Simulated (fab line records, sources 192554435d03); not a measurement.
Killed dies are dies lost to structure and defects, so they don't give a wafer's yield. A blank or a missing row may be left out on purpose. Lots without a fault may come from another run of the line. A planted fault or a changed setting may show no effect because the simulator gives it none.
Which tool did it? | flow n5_finfet | 11 lots, 33 wafers sampled, at 4 steps of a route of 1938

WHAT THE GAUGES READ, wafer by wafer
N5_BEOL_M3_CD_MEAS_35: target cd 18 nm, target cd y 21 nm.
lot  | measured     | on        | cd_nm (nm)
L075 | day 7 14:04  | cd_sem-01 | 18.0 18.9 18.1
L077 | day 7 22:02  | cd_sem-02 | 17.2 17.3 18.4
L079 | day 8 11:36  | cd_sem-02 | 17.8 17.2 17.3
L081 | day 8 22:06  | cd_sem-02 | 17.9 17.5 17.7
L083 | day 9 06:46  | cd_sem-01 | 18.3 18.0 17.9
L087 | day 10 09:13 | cd_sem-01 | 17.9 18.0 18.0
L089 | day 11 00:29 | cd_sem-03 | 18.0 18.0 17.6
L091 | day 11 17:53 | cd_sem-02 | 17.5 17.9 17.1
L092 | day 12 05:09 | cd_sem-01 | 17.9 17.3 17.0
L095 | day 12 05:17 | cd_sem-02 | 17.6 18.3 17.3
L097 | day 13 10:28 | cd_sem-01 | 17.5 17.8 17.4

WHICH TOOL RAN EACH LOT (tool, then ch and the chambers of the sampled wafers, then the start)
lot  | N5_BEOL_M3_ETCH_63                 | N5_BEOL_M3_STRIP_36                | N5_BEOL_M3_ETCH_41
L075 | rie_diel-06 ch 2,3, day 7 07:38    | rie_diel-06 ch 1,3, day 7 13:43    | rie_diel-06 ch 1,3, day 7 14:04 or earlier
L077 | rie_diel-06 ch 1,2,3, day 7 16:11  | rie_diel-01 ch 0,2,3, day 7 21:41  | rie_diel-01 ch 0,2,3, day 7 22:02 or earlier
L079 | rie_diel-01 ch 1,2,3, day 8 09:17  | rie_diel-01 ch 1,2, day 8 11:15    | rie_diel-01 ch 1,2, day 8 11:36 or earlier
L081 | rie_diel-06 ch 1,2, day 8 17:31    | rie_diel-02 ch 0,2,3, day 8 21:45  | rie_diel-02 ch 0,2,3, day 8 22:06 or earlier
L083 | rie_diel-06 ch 0,3, day 8 23:28    | rie_diel-01 ch 1,2, day 9 06:25    | rie_diel-01 ch 1,2, day 9 06:46 or earlier
L087 | rie_diel-01 ch 0,1, day 10 04:50   | rie_diel-06 ch 1,3, day 10 08:52   | rie_diel-06 ch 1,3, day 10 09:13 or earlier
L089 | rie_diel-06 ch 0,2, day 10 17:23   | rie_diel-01 ch 1,3, day 11 00:08   | rie_diel-01 ch 1,3, day 11 00:29 or earlier
L091 | rie_diel-02 ch 1,3, day 11 15:55   | rie_diel-02 ch 1,2, day 11 17:32   | rie_diel-02 ch 1,2, day 11 17:53 or earlier
L092 | rie_diel-02 ch 0,2, day 11 21:54   | rie_diel-01 ch 0,2,3, day 12 04:48 | rie_diel-01 ch 0,2,3, day 12 05:09 or earlier
L095 | rie_diel-02 ch 0,1,2, day 12 00:08 | rie_diel-02 ch 1,2,3, day 12 04:56 | rie_diel-02 ch 1,2,3, day 12 05:17 or earlier
L097 | rie_diel-02 ch 0,2, day 13 07:31   | rie_diel-02 ch 0,1,2, day 13 10:07 | rie_diel-02 ch 0,1,2, day 13 10:28 or earlier
- N5_BEOL_M3_ETCH_63: etches SiARC in CF4, target depth 15.6 nm, time 26 s.
- N5_BEOL_M3_STRIP_36: strips in N2/H2.
- N5_BEOL_M3_ETCH_41: etches SiCN in CH3F/O2, target depth 29.9 nm, time 52.5 s.

THE ANSWER, worked out from the rows above alone
Rule: what is usual is taken from the lots themselves. Put in order of their means at a reading, lots are off if they are a third of the lots or fewer, leave a main group of 4 or more, and stand apart from it by a gap of 3 or more times the standard deviation of the main group's means; of several such gaps the widest counts. A main group whose means are all the same, to the digits that the tables above print for the reading, isn't used. A lot without any number at a reading at which 4 lots or more have one is off too. The other lots that the step has rows for count as sound.
No lot is off at any reading shown: from this, nothing can be told.

WHAT THE SIMULATOR HAD PUT IN
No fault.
